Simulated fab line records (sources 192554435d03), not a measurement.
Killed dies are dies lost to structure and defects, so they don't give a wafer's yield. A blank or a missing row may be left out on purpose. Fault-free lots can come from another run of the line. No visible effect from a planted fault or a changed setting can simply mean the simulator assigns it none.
Matching of chambers	flow n5Finfet	rieDiel-03 running N5_FIN_SAQP_ETCH_69: 4 sister chambers
The step etches SOC in N2/H2, stops on SiNx, target depth 150 nm. 20 wafers are shown with their chamber, then 10 later ones without.

== EACH WAFER AND ITS CHAMBER ==
wafer	chamber	drypumpMotorCurrentA (A)	showerheadPlenumPTorr (Torr)	throttleValvePct (%)
L076.1	3	6.5	2.39	17.85
L076.2	0	5.0	2.61	18.29
L076.5	3	6.5	2.39	17.84
L079.1	1	6.6	2.44	18.21
L079.4	1	6.6	2.44	18.19
L079.6	2	4.8	2.52	17.94
L085.1	3	6.5	2.38	17.89
L085.2	0	5.0	2.60	17.83
L085.5	1	6.5	2.43	18.24
L087.2	1	6.6	2.43	18.23
L087.3	0	5.0	2.60	17.82
L087.4	0	5.0	2.60	17.83
L090.1	2	4.8	2.51	17.52
L090.2	1	6.6	2.43	18.24
L090.3	0	5.0	2.60	17.85
L091.2	2	4.8	2.51	17.48
L091.4	3	6.5	2.70	17.37
L091.5	0	5.0	2.60	17.81
L092.1	2	4.8	2.51	17.51
L092.4	1	6.6	2.43	18.23

SIGNATURES (means of the wafers above)
reading	chamber 0	chamber 1	chamber 2	chamber 3	scatter within a chamber
drypumpMotorCurrentA	5.000	6.583	4.800	6.500	0.0228
showerheadPlenumPTorr	2.6017	2.4333	2.5125	2.4650	0.068
throttleValvePct	17.9050	18.2233	17.6125	17.7375	0.178
Rule: a wafer lies at a distance from a chamber equal to the root of the sum of squares, over the readings, of (its reading less the chamber's mean, divided by the reading's scatter). The wafer belongs to the nearest chamber; if the next one is less than 2 further off, it can't be placed. The scatter: take each reading less its chamber's mean, square it, sum over the shown wafers, divide by the number of wafers less the number of chambers, and take the root.

== WAFERS WITH NO CHAMBER GIVEN ==
wafer	drypumpMotorCurrentA (A)	showerheadPlenumPTorr (Torr)	throttleValvePct (%)
L092.6	6.5	2.70	17.40
L094.1	4.8	2.51	17.51
L094.2	6.6	2.43	18.25
L094.5	6.5	2.70	17.39
L095.2	5.0	2.59	17.86
L095.3	4.8	2.51	17.53
L095.5	5.0	2.59	17.84
L097.2	6.6	2.42	18.27
L097.3	6.5	2.69	17.41
L097.6	6.5	2.70	17.42

== CHAMBER TAKEN BY EACH ==
wafer	from the rows above	in truth
L092.6	3	3
L094.1	2	2
L094.2	1	1
L094.5	3	3
L095.2	0	0
L095.3	2	2
L095.5	0	0
L097.2	1	1
L097.3	3	3
L097.6	3	3
Placed correctly: 10 of 10. Can't be placed from these rows: 0. Placed wrongly: 0.
